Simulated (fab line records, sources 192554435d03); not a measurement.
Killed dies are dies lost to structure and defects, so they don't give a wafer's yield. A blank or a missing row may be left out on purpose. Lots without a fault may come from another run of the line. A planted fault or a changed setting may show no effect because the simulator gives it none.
Which tool did it? | flow n5_finfet | 24 lots, 72 wafers sampled, at 2 steps of a route of 1938

WHAT THE GAUGES READ, wafer by wafer
N5_BEOL_M7_CD_MEAS_35: target cd 40 nm. Usual: cd_nm 40.1 nm, standard deviation 0.66.
lot  | measured     | on        | cd_nm (nm)     | flag
L074 | day 9 23:25  | cd_sem-03 | 38.7 39.5 40.5 |
L075 | day 11 09:38 | cd_sem-02 | 40.6 40.3 41.2 |
L076 | day 12 15:20 | cd_sem-03 | 40.4 40.2 40.0 |
L077 | day 12 21:04 | cd_sem-02 | 40.5 39.8 41.1 |
L080 | day 13 00:11 | cd_sem-02 | 39.9 39.6 39.8 |
L081 | day 13 03:31 | cd_sem-01 | 39.9 39.8 39.9 |
L079 | day 13 08:27 | cd_sem-01 | 40.0 40.1 40.5 |
L078 | day 13 14:02 | cd_sem-01 | 40.3 40.9 41.0 |
L083 | day 13 14:23 | cd_sem-02 | 40.7 41.0 41.2 |
L082 | day 13 14:23 | cd_sem-01 | 41.0 40.4 41.6 |
L084 | day 14 20:47 | cd_sem-02 | 39.9 40.1 40.5 |
L086 | day 15 03:54 | cd_sem-01 | 40.7 39.8 40.1 |
L093 | day 15 03:59 | cd_sem-02 | 40.2 41.0 39.7 |
L087 | day 15 08:35 | cd_sem-01 | 40.4 41.5 39.7 |
L089 | day 15 09:00 | cd_sem-01 | 39.7 40.1 40.1 |
L085 | day 15 09:16 | cd_sem-01 | 40.1 40.1 40.3 |
L088 | day 15 09:23 | cd_sem-01 | 38.9 39.3 40.2 |
L090 | day 15 22:05 | cd_sem-02 | 40.1 41.4 40.2 |
L091 | day 16 04:48 | cd_sem-03 | 39.8 39.9 39.8 |
L094 | day 16 14:52 | cd_sem-02 | 39.4 39.8 39.9 |
L092 | day 17 03:36 | cd_sem-01 | 40.4 39.8 40.5 |
L095 | day 17 04:01 | cd_sem-02 | 38.3 38.1 39.9 |
L096 | day 17 07:16 | cd_sem-02 | 40.2 40.2 40.2 |
L097 | day 17 07:43 | cd_sem-03 | 39.9 39.9 40.8 |

WHICH TOOL RAN EACH LOT (tool, then ch and the chambers of the sampled wafers, then the start)
lot  | N5_BEOL_M7_ETCH_41
L074 | rie_diel-05 ch 0,1,2, day 9 23:25 or earlier
L075 | rie_diel-06 ch 0,1, day 11 09:38 or earlier
L076 | rie_diel-05 ch 0,1,3, day 12 15:20 or earlier
L077 | rie_diel-02 ch 0,1, day 12 21:04 or earlier
L080 | rie_diel-05 ch 0,1,2, day 13 00:11 or earlier
L081 | rie_diel-06 ch 1,2,3, day 13 03:31 or earlier
L079 | rie_diel-05 ch 0,1,3, day 13 08:27 or earlier
L078 | rie_diel-05 ch 1,3, day 13 14:02 or earlier
L083 | rie_diel-02 ch 2,3, day 13 14:23 or earlier
L082 | rie_diel-06 ch 1,2,3, day 13 14:23 or earlier
L084 | rie_diel-06 ch 0,1, day 14 20:47 or earlier
L086 | rie_diel-05 ch 0,1,2, day 15 03:54 or earlier
L093 | rie_diel-02 ch 0,2,3, day 15 03:59 or earlier
L087 | rie_diel-02 ch 0,2,3, day 15 08:35 or earlier
L089 | rie_diel-02 ch 0,2,3, day 15 09:00 or earlier
L085 | rie_diel-05 ch 0,3, day 15 09:16 or earlier
L088 | rie_diel-02 ch 2,3, day 15 09:23 or earlier
L090 | rie_diel-05 ch 0,2,3, day 15 22:05 or earlier
L091 | rie_diel-02 ch 0,2,3, day 16 04:48 or earlier
L094 | rie_diel-06 ch 0,3, day 16 14:52 or earlier
L092 | rie_diel-05 ch 0,3, day 17 03:36 or earlier
L095 | rie_diel-05 ch 0,1,3, day 17 04:01 or earlier
L096 | rie_diel-05 ch 0,1, day 17 07:16 or earlier
L097 | rie_diel-05 ch 0,1,2, day 17 07:43 or earlier
- N5_BEOL_M7_ETCH_41: etches SiCN in CH3F/O2, target depth 31.9 nm, time 57.8 s.

WHAT THE TOOLS THEMSELVES READ (means of the sampled wafers that have a number; where no wafer has one, the mark that the record gives instead)
N5_BEOL_M7_ETCH_41. Usual: drypump_motor_current_A 5.8 A, standard deviation 0.52; oes_product_au 0.78 a.u., standard deviation 0.096; rf_vpp_V 297.3 V, standard deviation 1.6; showerhead_plenum_p_Torr 2.00 Torr, standard deviation 0.066; throttle_valve_pct 16.30 %, standard deviation 0.3.
lot  | tool        | drypump_motor_current_A (A) | oes_product_au (a.u.) | rf_vpp_V (V) | showerhead_plenum_p_Torr (Torr) | throttle_valve_pct (%) | flag
L074 | rie_diel-05 | 5.7                         | 0.74                  | 298.9        | 2.04                            | 16.21                  |
L075 | rie_diel-06 | 5.1                         | 0.75                  | 296.4        | 2.00                            | 16.23                  |
L076 | rie_diel-05 | 6.1                         | 0.84                  | 298.0        | 2.01                            | 16.21                  |
L077 | rie_diel-02 | 5.4                         | 0.76                  | 296.1        | 1.93                            | 16.31                  |
L080 | rie_diel-05 | 5.7                         | 0.84                  | 298.7        | 2.04                            | 16.10                  |
L081 | rie_diel-06 | 6.1                         | 0.74                  | 297.1        | 1.97                            | 16.35                  |
L079 | rie_diel-05 | 6.0                         | 0.83                  | 297.4        | 2.01                            | 16.21                  |
L078 | rie_diel-05 | 6.1                         | 0.76                  | 296.9        | 2.00                            | 16.33                  |
L083 | rie_diel-02 | 5.8                         | 0.76                  | 295.6        | 1.91                            | 16.46                  |
L082 | rie_diel-06 | 6.1                         | 0.73                  | 297.2        | 1.97                            | 16.35                  |
L084 | rie_diel-06 | 5.0                         | 0.74                  | 297.8        | 1.99                            | 16.25                  |
L086 | rie_diel-05 | 5.6                         | 0.82                  | 298.5        | 2.03                            | 16.12                  |
L093 | rie_diel-02 | 5.8                         | 0.82                  | 296.7        | 1.99                            | 16.35                  |
L087 | rie_diel-02 | 5.8                         | 0.81                  | 296.3        | 1.99                            | 16.37                  |
L089 | rie_diel-02 | 5.8                         | 0.82                  | 297.4        | 1.99                            | 16.36                  |
L085 | rie_diel-05 | 6.0                         | 0.86                  | 298.0        | 2.02                            | 16.13                  |
L088 | rie_diel-02 | 6.1                         | 0.73                  | 296.0        | 1.94                            | 16.65                  |
L090 | rie_diel-05 | 5.7                         | 0.78                  | 298.3        | 2.03                            | 16.31                  |
L091 | rie_diel-02 | 5.8                         | 0.80                  | 296.2        | 1.99                            | 16.38                  |
L094 | rie_diel-06 | 5.6                         | 0.72                  | 295.5        | 1.95                            | 16.17                  |
L092 | rie_diel-05 | 6.0                         | 0.78                  | 296.6        | 2.00                            | 16.44                  |
L095 | rie_diel-05 | 6.0                         | 0.79                  | 298.1        | 2.00                            | 16.26                  |
L096 | rie_diel-05 | 6.0                         | 0.86                  | 297.4        | 2.02                            | 15.97                  |
L097 | rie_diel-05 | 5.7                         | 0.80                  | 298.1        | 2.03                            | 16.14                  |

THE ANSWER, worked out from the rows above alone
Rule: a lot is off if the mean of its wafers that have a number lies more than 3 standard deviations from the usual mean. A lot without any number at a reading at which 4 lots or more have one is off too. The other lots that the step has rows for count as sound. The gauges are gone through in route order, then the tools' own readings, and for those a lot's mean is taken as printed above. The first step at which some lot is off is used, and at that step the reading that is off furthest; a lot without a number counts as furthest.
No lot is off at any reading shown: from this, nothing can be told.

WHAT THE SIMULATOR HAD PUT IN
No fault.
